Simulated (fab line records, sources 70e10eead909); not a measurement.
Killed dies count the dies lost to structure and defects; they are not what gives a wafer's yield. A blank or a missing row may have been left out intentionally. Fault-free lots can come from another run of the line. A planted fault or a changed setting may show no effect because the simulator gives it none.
fab line records | flow nandHarc | part 1 of 2: steps 1 to 26 of 34
record lots=5 | wafers=15 | lastDay=31
route steps=1302 shown P_GATE@122
lots that met no fault: taken from a fault-free run of the same line
startH: hours from the record's first day to the start of the lot's first wafer shown | waitH: time in hours since the lot's previous step | " identical to the entry in the row above | L1.1+2: a single row standing in for several wafers | - no value, or no start given | * or withheld: withheld | < > ~ a bound
route shown NAME@n: NAME is a module with steps in the file, n the number in the route of the first one | usual: the fault-free wafers' mean and standard deviation | same: alike in all rows | chamber/n: place in a boat | sites: the reading at each site | _std_site: the standard deviation of these | _edge_site: the outer-site mean with the inner-site mean subtracted | radiusMm: how far each site lies from the wafer's centre | mask NAME#n: copy n | behind: the last tool/chamber to shape the wafer | hold: what put the lot on hold/how long, in hours/how the hold closed | device: the n, p or np transistor that did not switch | end of line: tests of these same wafers at the route's end | a step without rows: its recipe alone | killed: count of dies lost to structure and defects at first sort (not the wafer's yield) | map: per-die view of a wafer (x killed, . not killed, _ where there is no die)
set.NAME: setting as actually run; set.NAME@STEP: the setting as run at that earlier step | model.NAME: the simulator's own value behind a step, which no gauge read
lots at some steps of the route; a table a step, a row a wafer
services: from which hour (startH, from the record's first day; less than 0 if before it) a tool's chamber was out of use, for how many hours, and why
## steps
# step NHARC_P_GATE_CD_MEAS_11
# recipe targetCdNm=1640 | landingEnergyEv=500
# usual cdNm=1639.8/1.1
# same landingEnergyEv=500
lot.wafer | tool     | chamber | startH | waitH | cdNm
L078.2    | cdSem-02 | 0       | 122.10 | -     | 1640.3
L078.3    | "        | 0       | "      | "     | 1639.0
L078.4    | "        | 0       | "      | "     | 1639.6
L079.3    | cdSem-03 | 0       | 132.60 | -     | 1638.0
L079.4    | "        | 0       | "      | "     | 1639.2
L079.5    | "        | 0       | "      | "     | 1638.3
L082.3    | cdSem-01 | 0       | 164.45 | -     | 1639.0
L082.5    | "        | 0       | "      | "     | 1642.1
L082.6    | "        | 0       | "      | "     | 1638.7
L090.1    | cdSem-01 | 0       | 245.83 | -     | 1639.4
L090.2    | "        | 0       | "      | "     | 1639.5
L090.6    | "        | 0       | "      | "     | 1639.6
L091.1    | cdSem-03 | 0       | 255.15 | -     | 1639.1
L091.2    | "        | 0       | "      | "     | 1637.5
L091.4    | "        | 0       | "      | "     | 1638.2
# step NHARC_P_GATE_HARDBAKE_12
# recipe tempC=125 | timeS=80
lot.wafer  | tool          | chamber | startH | waitH
L078.2+3+4 | lithoTrack-07 | 0       | 122.18 | -
L079.3+4+5 | lithoTrack-07 | 0       | 132.70 | -
L082.3+5+6 | lithoTrack-02 | 0       | 164.53 | -
L090.1+2+6 | lithoTrack-02 | 0       | 245.91 | -
L091.1+2+4 | lithoTrack-05 | 0       | 255.23 | -
# step NHARC_P_GATE_DESCUM_13
# recipe timeS=3 | o2FlowSccm=200 | arFlowSccm=0 | biasPowerW=0 | chemistry=O2
# usual drypumpMotorCurrentA=5.6/0.34 | oesProductAu=0.998/0.008 | rfVppV=58.0/0.83 | showerheadPlenumPTorr=1.96/0.087 | throttleValvePct=11.312/0.009
lot.wafer | tool       | chamber | startH | waitH | drypumpMotorCurrentA | oesProductAu | rfHoursCounterH | rfVppV | showerheadPlenumPTorr | throttleValvePct
L078.3    | rieDiel-12 | 1       | 122.27 | -     | 5.3                  | 1.001        | 1               | 58.0   | 1.82                  | 11.308
L078.4    | "          | 2       | "      | "     | 5.5                  | 1.001        | 1               | 57.9   | 2.03                  | 11.314
L078.2    | "          | 3       | "      | "     | 5.9                  | 1.008        | 1               | 58.7   | 1.97                  | 11.310
L079.3    | rieDiel-07 | 0       | 132.81 | -     | 5.2                  | 0.985        | 0               | 56.8   | 1.93                  | 11.310
L079.5    | "          | 1       | "      | "     | 5.4                  | 0.982        | -               | 57.4   | 2.02                  | 11.333
L079.4    | "          | 2       | "      | "     | 5.7                  | 1.001        | -               | 59.9   | 2.06                  | 11.296
L082.3    | rieDiel-12 | 1       | 164.64 | -     | 5.2                  | 1.002        | 4               | 58.3   | 1.82                  | 11.328
L082.6    | "          | 2       | "      | "     | 5.5                  | 1.005        | -               | 58.0   | 2.02                  | 11.301
L082.5    | "          | 3       | "      | "     | 5.9                  | 1.005        | -               | 57.9   | 1.97                  | 11.304
L090.2    | rieDiel-07 | 0       | 246.05 | -     | 5.2                  | 0.984        | 9               | 58.1   | 1.93                  | 11.309
L090.1    | "          | 3       | "      | "     | 5.8                  | 0.987        | 8               | 58.4   | 2.05                  | 11.312
L090.6    | "          | 0       | "      | "     | 5.2                  | 0.989        | -               | 57.2   | 1.93                  | 11.303
L091.2    | rieDiel-03 | 3       | 255.31 | -     | 6.2                  | 1.000        | 7               | 57.0   | 1.95                  | 11.323
L091.1    | "          | 2       | "      | "     | 5.3                  | 1.001        | 8               | 57.6   | 1.99                  | 11.315
L091.4    | "          | 0       | "      | "     | 5.0                  | 0.999        | -               | 57.4   | 1.95                  | 11.308
# step NHARC_P_GATE_ETCH_14
# recipe targetDepthA=488 | chemistry=dHF | material=SiO2
lot.wafer  | tool        | chamber | startH | waitH
L078.3+4+2 | wetBench-05 | 7,3,4   | 122.40 | 0.1
L079.4+5+3 | wetBench-05 | 6,0,1   | 132.94 | 0.1
L082.3+5+6 | wetBench-05 | 3,4,5   | 164.75 | 0.1
L090.2+6+1 | wetBench-05 | 4,5,7   | 246.20 | 0.1
L091.4+2+1 | wetBench-05 | 1,2,5   | 255.48 | 0.1
# step NHARC_P_GATE_STRIP_15
# recipe timeS=780 | tempC=130 | chemistry=SPM
# usual bathGuardTempC=130.1/0.47
lot.wafer | tool        | chamber | startH | waitH | bathGuardTempC
L078.3    | wetBench-05 | 7       | 122.44 | 0.0   | 130.3
L078.4    | "           | 3       | "      | "     | 130.9
L078.2    | "           | 4       | "      | "     | 130.8
L079.4    | wetBench-05 | 6       | 132.98 | 0.0   | 130.2
L079.5    | "           | 0       | "      | "     | 129.6
L079.3    | "           | 1       | "      | "     | 130.5
L082.3    | wetBench-05 | 3       | 164.79 | 0.0   | 131.0
L082.5    | "           | 4       | "      | "     | 130.4
L082.6    | "           | 5       | "      | "     | 130.9
L090.2    | wetBench-05 | 4       | 246.24 | 0.0   | 130.6
L090.6    | "           | 5       | "      | "     | 131.1
L090.1    | "           | 7       | "      | "     | 130.6
L091.4    | wetBench-05 | 1       | 255.56 | 0.1   | 130.2
L091.2    | "           | 2       | "      | "     | 129.8
L091.1    | "           | 5       | "      | "     | 130.6
# step NHARC_P_GATE_PRECLEAN_71
# recipe timeS=* | tempC=50 | bathAgeMin=0 | chemistry=SC1
# usual bathGuardTempC=50.1/0.5 | diwFlowMLMin=1415/4.5
lot.wafer | tool        | chamber | startH | waitH | bathGuardTempC | diwFlowMLMin
L078.3    | wetBench-05 | 7       | -      | -     | 50.3           | 1415
L078.4    | "           | 3       | "      | "     | 51.2           | 1426
L078.2    | "           | 4       | "      | "     | 50.7           | 1420
L079.4    | wetBench-05 | 6       | -      | -     | 50.6           | 1415
L079.5    | "           | 0       | "      | "     | 49.9           | 1412
L079.3    | "           | 1       | "      | "     | 50.4           | 1405
L082.3    | wetBench-05 | 3       | -      | -     | 50.9           | 1412
L082.5    | "           | 4       | "      | "     | 50.3           | 1416
L082.6    | "           | 5       | "      | "     | 51.1           | 1414
L090.2    | wetBench-05 | 4       | -      | -     | 50.4           | 1414
L090.6    | "           | 5       | "      | "     | 50.8           | 1415
L090.1    | "           | 7       | "      | "     | 50.1           | 1421
L091.4    | wetBench-05 | 1       | -      | -     | 50.2           | 1416
L091.2    | "           | 2       | "      | "     | 50.1           | 1408
L091.1    | "           | 5       | "      | "     | 50.6           | 1418
# step NHARC_P_GATE_SRD_72
lot.wafer  | tool        | chamber | startH | waitH
L078.3+4+2 | wetBench-05 | 7,3,4   | -      | -
L079.4+5+3 | wetBench-05 | 6,0,1   | -      | -
L082.3+5+6 | wetBench-05 | 3,4,5   | -      | -
L090.2+6+1 | wetBench-05 | 4,5,7   | -      | -
L091.4+2+1 | wetBench-05 | 1,2,5   | -      | -
# step NHARC_P_GATE_OXIDE_16
# recipe targetThkA=30 | tempC=875 | oxTimeS=392 | material=SiO2
# usual spikeTcBottomC=892.8/1.5 | spikeTcLowerC=875.5/1.1
lot.wafer | tool       | chamber | startH | waitH | spikeTcBottomC | spikeTcLowerC
L078.2    | furnace-04 | 0       | 128.99 | -     | 893.1          | 876.5
L078.3    | "          | 0       | "      | "     | 893.8          | 873.8
L078.4    | "          | 0       | "      | "     | 894.3          | 875.3
L079.3    | furnace-07 | 0       | 139.03 | -     | 890.5          | 876.1
L079.4    | "          | 0       | "      | "     | 890.1          | 875.7
L079.5    | "          | 0       | "      | "     | 890.6          | 875.3
L082.3    | furnace-04 | 0       | 168.34 | -     | 893.9          | 874.7
L082.5    | "          | 0       | "      | "     | 892.8          | 873.9
L082.6    | "          | 0       | "      | "     | 893.0          | 875.0
L090.1    | furnace-03 | 0       | 249.66 | -     | 893.9          | 875.7
L090.2    | "          | 0       | "      | "     | 893.9          | 874.5
L090.6    | "          | 0       | "      | "     | 894.2          | 875.2
L091.1    | furnace-07 | 0       | 259.40 | -     | 892.2          | 877.1
L091.2    | "          | 0       | "      | "     | 890.9          | 875.7
L091.4    | "          | 0       | "      | "     | 891.2          | 875.6
# step NHARC_P_GATE_CVD_17
# recipe targetThkA=1500 | tempC=620 | timeS=900 | material=poly-Si
# usual spikeTcBottomC=639.3/1.8 | spikeTcLowerC=620.9/1.5
lot.wafer | tool         | chamber | startH | waitH | spikeTcBottomC | spikeTcLowerC
L078.2    | lpcvdPoly-02 | 0       | 135.06 | 2.5   | 642.1          | 621.9
L078.3    | "            | 0       | "      | "     | 642.5          | 622.8
L078.4    | "            | 0       | "      | "     | 639.7          | 621.7
L079.3    | lpcvdPoly-02 | 0       | 145.15 | 2.5   | 640.1          | 622.1
L079.4    | "            | 0       | "      | "     | 642.0          | 623.9
L079.5    | "            | 0       | "      | "     | 639.3          | 621.5
L082.3    | lpcvdPoly-02 | 0       | 174.36 | 2.5   | 637.9          | 621.9
L082.5    | "            | 0       | "      | "     | 638.6          | 622.3
L082.6    | "            | 0       | "      | "     | 641.6          | 623.1
L090.1    | lpcvdPoly-02 | 0       | 255.75 | 2.5   | 639.5          | 622.1
L090.2    | "            | 0       | "      | "     | 638.8          | 621.8
L090.6    | "            | 0       | "      | "     | 640.4          | 622.1
L091.1    | lpcvdPoly-01 | 0       | 265.63 | 2.7   | 638.5          | 620.3
L091.2    | "            | 0       | "      | "     | 636.0          | 619.0
L091.4    | "            | 0       | "      | "     | 638.8          | 619.2
# step NHARC_P_GATE_HM_DEP_102
# recipe targetThkA=1200 | tempC=400 | material=aC
# usual throttleValvePct=35.000/0.0077
lot.wafer | tool      | chamber | startH | waitH | throttleValvePct
L078.2    | aclDep-02 | 0       | 138.41 | 1.1   | 35.003
L078.3    | "         | 0       | "      | "     | 35.003
L078.4    | "         | 0       | "      | "     | 35.009
L079.3    | aclDep-03 | 0       | 149.11 | 1.8   | 34.990
L079.4    | "         | 0       | "      | "     | 34.992
L079.5    | "         | 0       | "      | "     | 34.994
L082.3    | aclDep-01 | 0       | 178.79 | 2.2   | 35.001
L082.5    | "         | 0       | "      | "     | 35.009
L082.6    | "         | 0       | "      | "     | 34.996
L090.1    | aclDep-03 | 0       | 262.83 | 4.9   | 35.008
L090.2    | "         | 0       | "      | "     | 35.008
L090.6    | "         | 0       | "      | "     | 35.000
L091.1    | aclDep-01 | 0       | 271.29 | 3.4   | 34.992
L091.2    | "         | 0       | "      | "     | 34.996
L091.4    | "         | 0       | "      | "     | 35.011
# step NHARC_P_GATE_DEP_103
# recipe targetThkA=300 | targetThkNm=30 | tempC=400 | flowSccm=200 | rfW=350 | material=SiON
# usual heaterPowerW=802/110
lot.wafer | tool     | chamber | startH | waitH | heaterPowerW | sinceWetCleanH
L078.2    | pecvd-04 | 0       | 138.97 | 0.5   | 996          | 38
L078.3    | "        | 1       | "      | "     | 715          | 38
L078.4    | "        | 2       | "      | "     | 856          | -
L079.3    | pecvd-04 | 2       | 149.59 | 0.4   | 870          | 48
L079.4    | "        | 1       | "      | "     | 809          | -
L079.5    | "        | 2       | "      | "     | 834          | -
L082.3    | pecvd-04 | 2       | 179.30 | 0.4   | 793          | 78
L082.6    | "        | 1       | "      | "     | 817          | -
L082.5    | "        | 2       | "      | "     | 824          | -
L090.1    | pecvd-04 | 2       | 263.52 | 0.6   | 828          | 162
L090.2    | "        | 0       | "      | "     | 840          | 162
L090.6    | "        | 0       | "      | "     | 829          | -
L091.1    | pecvd-03 | 1       | 272.39 | 1.0   | 925          | 74
L091.2    | "        | 0       | "      | "     | 808          | 74
L091.4    | "        | 2       | "      | "     | 730          | -
# step NHARC_P_GATE_DEHYDRATE_18
# recipe tempC=150 | timeS=120
lot.wafer  | tool          | chamber | startH | waitH
L078.2+3+4 | lithoTrack-06 | 0       | 139.24 | 0.2
L079.3+4+5 | lithoTrack-01 | 0       | 149.84 | 0.2
L082.3+5+6 | lithoTrack-04 | 0       | 179.52 | 0.2
L090.1+2+6 | lithoTrack-01 | 0       | 263.76 | 0.2
L091.1+2+4 | lithoTrack-06 | 0       | 272.67 | 0.2
# step NHARC_P_GATE_HMDS_19
# recipe timeS=30
lot.wafer  | tool          | chamber | startH | waitH
L078.2+3+4 | lithoTrack-06 | 0       | -      | -
L079.3+4+5 | lithoTrack-01 | 0       | -      | -
L082.3+5+6 | lithoTrack-04 | 0       | -      | -
L090.1+2+6 | lithoTrack-01 | 0       | -      | -
L091.1+2+4 | lithoTrack-06 | 0       | -      | -
# step NHARC_P_GATE_COAT_20
# recipe spinRpm=1500 | resistThkNm=90
lot.wafer  | tool          | chamber | startH | waitH
L078.2+3+4 | lithoTrack-06 | 0       | -      | -
L079.3+4+5 | lithoTrack-01 | 0       | -      | -
L082.3+5+6 | lithoTrack-04 | 0       | -      | -
L090.1+2+6 | lithoTrack-01 | 0       | -      | -
L091.1+2+4 | lithoTrack-06 | 0       | -      | -
# step NHARC_P_GATE_SOFTBAKE_21
# recipe tempC=105 | timeS=55
lot.wafer  | tool          | chamber | startH | waitH
L078.2+3+4 | lithoTrack-06 | 0       | -      | -
L079.3+4+5 | lithoTrack-01 | 0       | -      | -
L082.3+5+6 | lithoTrack-04 | 0       | -      | -
L090.1+2+6 | lithoTrack-01 | 0       | -      | -
L091.1+2+4 | lithoTrack-06 | 0       | -      | -
# step NHARC_P_GATE_EBR_22
lot.wafer  | tool          | chamber | startH | waitH
L078.2+3+4 | lithoTrack-06 | 0       | -      | -
L079.3+4+5 | lithoTrack-01 | 0       | -      | -
L082.3+5+6 | lithoTrack-04 | 0       | -      | -
L090.1+2+6 | lithoTrack-01 | 0       | -      | -
L091.1+2+4 | lithoTrack-06 | 0       | -      | -
# step NHARC_P_GATE_EXPOSE_23
# recipe na=1.35 | targetCdNm=120 | doseMj=93.91 | maskId=P_GATE
# usual stageVelMmS=500.03/0.24
lot.wafer | tool           | chamber | startH | waitH | mask     | stageVelMmS
L078.2    | arfiScanner-02 | 0       | 139.39 | -     | P_GATE#0 | 499.99
L078.3    | "              | 0       | "      | "     | P_GATE#0 | 500.26
L078.4    | "              | 0       | "      | "     | P_GATE#0 | 499.78
L079.3    | arfiScanner-01 | 0       | 150.11 | -     | P_GATE#0 | 500.11
L079.4    | "              | 0       | "      | "     | P_GATE#0 | 499.53
L079.5    | "              | 0       | "      | "     | P_GATE#0 | 499.68
L082.3    | arfiScanner-02 | 0       | 179.67 | -     | P_GATE#0 | 500.19
L082.5    | "              | 0       | "      | "     | P_GATE#0 | 500.24
L082.6    | "              | 0       | "      | "     | P_GATE#0 | 499.94
L090.1    | arfiScanner-01 | 0       | 264.03 | -     | P_GATE#0 | 499.94
L090.2    | "              | 0       | "      | "     | P_GATE#0 | 500.47
L090.6    | "              | 0       | "      | "     | P_GATE#0 | 499.99
L091.1    | arfiScanner-01 | 0       | 272.81 | -     | P_GATE#0 | 500.30
L091.2    | "              | 0       | "      | "     | P_GATE#0 | 500.62
L091.4    | "              | 0       | "      | "     | P_GATE#0 | 500.23
# step NHARC_P_GATE_PEB_24
# recipe pebTempC=100 | pebTimeS=65
lot.wafer  | tool          | chamber | startH | waitH
L078.2+3+4 | lithoTrack-01 | 0       | 139.45 | 0.1
L079.3+4+5 | lithoTrack-04 | 0       | 150.17 | 0.0
L082.3+5+6 | lithoTrack-04 | 0       | 179.72 | 0.0
L090.1+2+6 | lithoTrack-06 | 0       | 264.10 | 0.1
L091.1+2+4 | lithoTrack-06 | 0       | 272.87 | 0.1
# step NHARC_P_GATE_DEVELOP_25
# recipe developTimeS=35 | devTempC=23
lot.wafer  | tool          | chamber | startH | waitH
L078.2+3+4 | lithoTrack-01 | 0       | -      | -
L079.3+4+5 | lithoTrack-04 | 0       | -      | -
L082.3+5+6 | lithoTrack-04 | 0       | -      | -
L090.1+2+6 | lithoTrack-06 | 0       | -      | -
L091.1+2+4 | lithoTrack-06 | 0       | -      | -
# step NHARC_P_GATE_CD_MEAS_26
# recipe targetCdNm=120 | landingEnergyEv=500
# usual cdNm=119.8/0.43
# same landingEnergyEv=500
lot.wafer | tool     | chamber | startH | waitH | cdNm
L078.2    | cdSem-01 | 0       | 139.53 | -     | 119.2
L078.3    | "        | 0       | "      | "     | 120.0
L078.4    | "        | 0       | "      | "     | 120.3
L079.3    | cdSem-02 | 0       | 150.26 | -     | 120.0
L079.4    | "        | 0       | "      | "     | 120.0
L079.5    | "        | 0       | "      | "     | 119.1
L082.3    | cdSem-03 | 0       | 179.80 | -     | 120.3
L082.5    | "        | 0       | "      | "     | 120.2
L082.6    | "        | 0       | "      | "     | 120.1
L090.1    | cdSem-02 | 0       | 264.18 | -     | 120.6
L090.2    | "        | 0       | "      | "     | 119.7
L090.6    | "        | 0       | "      | "     | 119.4
L091.1    | cdSem-02 | 0       | 272.95 | -     | 119.7
L091.2    | "        | 0       | "      | "     | 119.4
L091.4    | "        | 0       | "      | "     | 120.3
# step NHARC_P_GATE_OVL_MEAS_27
# usual overlayXNm=0.2/0.72 | overlayYNm=0.1/1
lot.wafer | tool       | chamber | startH | waitH | overlayXNm | overlayYNm
L078.2    | overlay-01 | -       | 139.61 | -     | 0.2        | 0.5
L078.3    | "          | -       | "      | "     | 0.5        | 0.5
L078.4    | "          | -       | "      | "     | 0.5        | 0.5
L079.3    | overlay-01 | -       | 150.34 | -     | 0.4        | 0.7
L079.4    | "          | -       | "      | "     | 0.6        | 1.4
L079.5    | "          | -       | "      | "     | 0.6        | 1.0
L082.3    | overlay-01 | -       | 179.90 | -     | -0.4       | -0.1
L082.5    | "          | -       | "      | "     | -0.1       | 0.1
L082.6    | "          | -       | "      | "     | 0.3        | 0.0
L090.1    | overlay-02 | -       | 264.27 | -     | 0.5        | -0.9
L090.2    | "          | -       | "      | "     | 0.8        | -1.3
L090.6    | "          | -       | "      | "     | 0.4        | -0.5
L091.1    | overlay-02 | -       | 273.04 | -     | -0.6       | -0.8
L091.2    | "          | -       | "      | "     | -1.2       | -1.2
L091.4    | "          | -       | "      | "     | -1.2       | -1.3
# step NHARC_P_GATE_INSPECT_28
# usual rawDefectCount=6.3/2.9
lot.wafer | tool             | chamber | startH | waitH | rawDefectCount
L078.2    | defectInspect-02 | -       | 139.65 | 0.0   | 4
L078.3    | "                | -       | "      | "     | 9
L078.4    | "                | -       | "      | "     | 5
L079.3    | defectInspect-02 | -       | 150.38 | 0.0   | 4
L079.4    | "                | -       | "      | "     | 4
L079.5    | "                | -       | "      | "     | 6
L082.3    | defectInspect-02 | -       | 179.94 | 0.0   | 7
L082.5    | "                | -       | "      | "     | 3
L082.6    | "                | -       | "      | "     | 5
L090.1    | defectInspect-02 | -       | 264.31 | 0.0   | 7
L090.2    | "                | -       | "      | "     | 5
L090.6    | "                | -       | "      | "     | 8
L091.1    | defectInspect-02 | -       | 273.07 | 0.0   | 5
L091.2    | "                | -       | "      | "     | 9
L091.4    | "                | -       | "      | "     | 6
# step NHARC_P_GATE_DESCUM_31
# recipe timeS=3 | o2FlowSccm=200 | arFlowSccm=0 | biasPowerW=0 | chemistry=O2
# usual drypumpMotorCurrentA=5.6/0.38 | oesProductAu=0.998/0.0088 | rfVppV=58.1/0.89 | showerheadPlenumPTorr=1.94/0.089 | throttleValvePct=11.313/0.0085
lot.wafer | tool       | chamber | startH | waitH | drypumpMotorCurrentA | oesProductAu | rfHoursCounterH | rfVppV | showerheadPlenumPTorr | throttleValvePct
L078.2    | rieDiel-07 | 1       | 139.71 | 0.1   | 5.4                  | 0.991        | 1.2             | 57.7   | 2.02                  | 11.321
L078.4    | "          | 1       | "      | "     | 5.4                  | 0.999        | -               | 59.5   | 2.02                  | 11.331
L078.3    | "          | 0       | "      | "     | 5.2                  | 0.989        | -               | 58.6   | 1.93                  | 11.314
L079.3    | rieDiel-03 | 2       | 150.44 | 0.1   | 5.3                  | 1.004        | 2.8             | 58.7   | 1.99                  | 11.314
L079.4    | "          | 1       | "      | "     | 5.8                  | 0.988        | 2.5             | 57.0   | 1.78                  | 11.307
L079.5    | "          | 2       | "      | "     | 5.3                  | 1.008        | -               | 59.3   | 1.99                  | 11.313
L082.3    | rieDiel-03 | 2       | 180.00 | 0.1   | 5.3                  | 0.995        | 3.1             | 58.6   | 1.99                  | 11.312
L082.6    | "          | 2       | "      | "     | 5.3                  | 1.005        | -               | 59.2   | 1.99                  | 11.320
L082.5    | "          | 3       | "      | "     | 6.3                  | 1.003        | -               | 57.5   | 1.95                  | 11.304
L090.2    | rieDiel-03 | 3       | 264.38 | 0.1   | 6.2                  | 1.000        | 7.1             | 57.6   | 1.95                  | 11.316
L090.1    | "          | 1       | "      | "     | 5.7                  | 0.990        | 7.4             | 57.9   | 1.78                  | 11.315
L090.6    | "          | 3       | "      | "     | 6.2                  | 1.006        | -               | 59.0   | 1.95                  | 11.312
L091.1    | rieDiel-03 | 1       | 273.13 | 0.1   | 5.8                  | 0.980        | 8.9             | 57.3   | 1.78                  | 11.313
L091.2    | "          | 3       | "      | "     | 6.3                  | 0.985        | 8.5             | 57.9   | 1.95                  | 11.309
L091.4    | "          | 0       | "      | "     | 5.0                  | 0.981        | 7.1             | 57.3   | 1.95                  | 11.314
# step NHARC_P_GATE_ETCH_104
# recipe targetDepthA=600 | timeS=withheld | cf4FlowSccm=100 | chf3FlowSccm=30 | arFlowSccm=0 | rfW=500 | biasW=200 | chemistry=CF4/CHF3
# usual biasW=199.9/0.62 | drypumpMotorCurrentA=5.6/0.39 | oesProductAu=0.950/0.019 | rfVppV=371.1/2.4 | showerheadPlenumPTorr=1.59/0.071 | throttleValvePct=16.803/0.0081
lot.wafer | tool       | chamber | startH | waitH | biasW | drypumpMotorCurrentA | oesProductAu | rfVppV | showerheadPlenumPTorr | throttleValvePct
L078.2    | rieDiel-07 | 1       | 139.86 | 0.1   | 201.2 | 5.4                  | 0.948        | 373.2  | 1.65                  | 16.792
L078.4    | "          | 0       | "      | "     | 199.2 | 5.2                  | 0.949        | 371.7  | 1.59                  | 16.812
L078.3    | "          | 1       | "      | "     | 200.8 | 5.4                  | 0.949        | 372.3  | 1.65                  | 16.794
L079.4    | rieDiel-03 | 3       | 150.52 | 0.1   | 200.4 | 6.2                  | 0.949        | 371.7  | 1.60                  | 16.799
L079.3    | "          | 2       | "      | "     | 201.5 | 5.3                  | 0.953        | 373.8  | 1.64                  | 16.801
L079.5    | "          | 0       | "      | "     | 199.9 | 4.9                  | 0.958        | 371.8  | 1.60                  | 16.799
L082.3    | rieDiel-03 | 2       | 180.09 | 0.1   | 199.7 | 5.3                  | 0.961        | 372.6  | 1.64                  | 16.809
L082.6    | "          | 0       | "      | "     | 198.6 | 5.0                  | 0.977        | 371.2  | 1.60                  | 16.810
L082.5    | "          | 1       | "      | "     | 200.9 | 5.7                  | 0.971        | 368.4  | 1.47                  | 16.805
L090.1    | rieDiel-03 | 2       | 264.46 | 0.1   | 199.9 | 5.3                  | 0.939        | 372.4  | 1.63                  | 16.821
L090.2    | "          | 3       | "      | "     | 199.7 | 6.2                  | 0.934        | 372.7  | 1.60                  | 16.810
L090.6    | "          | 2       | "      | "     | 199.4 | 5.3                  | 0.936        | 370.7  | 1.63                  | 16.803
L091.2    | rieDiel-03 | 0       | 273.22 | 0.1   | 200.3 | 5.0                  | 0.919        | 371.1  | 1.60                  | 16.804
L091.1    | "          | 2       | "      | "     | 199.2 | 5.3                  | 0.923        | 372.0  | 1.63                  | 16.808
L091.4    | "          | 3       | "      | "     | 199.6 | 6.3                  | 0.926        | 371.5  | 1.60                  | 16.800
# step NHARC_P_GATE_HM_OPEN_105
# recipe targetDepthA=3600 | o2FlowSccm=400 | cosFlowSccm=20 | arFlowSccm=0 | rfW=500 | biasW=300 | chemistry=O2/COS
# usual biasW=300.1/0.9 | drypumpMotorCurrentA=5.6/0.41 | oesProductAu=1.000/0.0067 | rfVppV=467.9/3 | showerheadPlenumPTorr=3.15/0.14 | throttleValvePct=28.330/0.008
lot.wafer | tool       | chamber | startH | waitH | biasW | drypumpMotorCurrentA | oesProductAu | rfHoursCounterH | rfVppV | showerheadPlenumPTorr | throttleValvePct
L078.2    | rieDiel-07 | 0       | -      | -     | 299.9 | 5.2                  | 0.995        | 1.5             | 467.3  | 3.15                  | 28.326
L078.4    | "          | 0       | "      | "     | 300.0 | 5.2                  | 0.988        | -               | 467.1  | 3.15                  | 28.331
L078.3    | "          | 1       | "      | "     | 298.9 | 5.4                  | 0.997        | -               | 471.5  | 3.28                  | 28.330
L079.4    | rieDiel-03 | 3       | -      | -     | 298.9 | 6.3                  | 1.014        | 2.4             | 466.9  | 3.18                  | 28.327
L079.3    | "          | 0       | "      | "     | 300.6 | 5.0                  | 0.993        | 2.1             | 467.9  | 3.17                  | 28.331
L079.5    | "          | 3       | "      | "     | 298.9 | 6.2                  | 0.995        | -               | 467.9  | 3.18                  | 28.331
L082.3    | rieDiel-03 | 1       | -      | -     | 299.4 | 5.8                  | 0.997        | 2.8             | 462.5  | 2.92                  | 28.342
L082.6    | "          | 3       | "      | "     | 300.1 | 6.3                  | 1.001        | -               | 468.7  | 3.18                  | 28.321
L082.5    | "          | 0       | "      | "     | 302.1 | 5.0                  | 0.994        | -               | 468.4  | 3.17                  | 28.325
L090.2    | rieDiel-03 | 1       | -      | -     | 301.2 | 5.8                  | 0.992        | 7.4             | 462.4  | 2.91                  | 28.340
L090.1    | "          | 0       | "      | "     | 299.0 | 5.0                  | 0.996        | 5.6             | 467.4  | 3.17                  | 28.332
L090.6    | "          | 2       | "      | "     | 299.4 | 5.3                  | 1.008        | -               | 471.0  | 3.24                  | 28.336
L091.2    | rieDiel-03 | 3       | -      | -     | 298.4 | 6.3                  | 0.996        | 8.5             | 468.3  | 3.18                  | 28.341
L091.1    | "          | 0       | "      | "     | 300.4 | 5.0                  | 1.001        | 7.1             | 469.7  | 3.17                  | 28.343
L091.4    | "          | 2       | "      | "     | 298.8 | 5.3                  | 0.996        | 9.5             | 468.8  | 3.24                  | 28.320
# step NHARC_P_GATE_STRIP_106
# recipe o2FlowSccm=400 | cosFlowSccm=20 | arFlowSccm=0 | biasW=0 | chemistry=O2/COS
lot.wafer  | tool       | chamber | startH | waitH
L078.2+3+4 | rieDiel-07 | 1,1,0   | -      | -
L079.3+4+5 | rieDiel-03 | 3,0,2   | -      | -
L082.3+5+6 | rieDiel-03 | 1,0,1   | -      | -
L090.1+2+6 | rieDiel-03 | 0,1,2   | -      | -
L091.2+4+1 | rieDiel-03 | 2,3,0   | -      | -
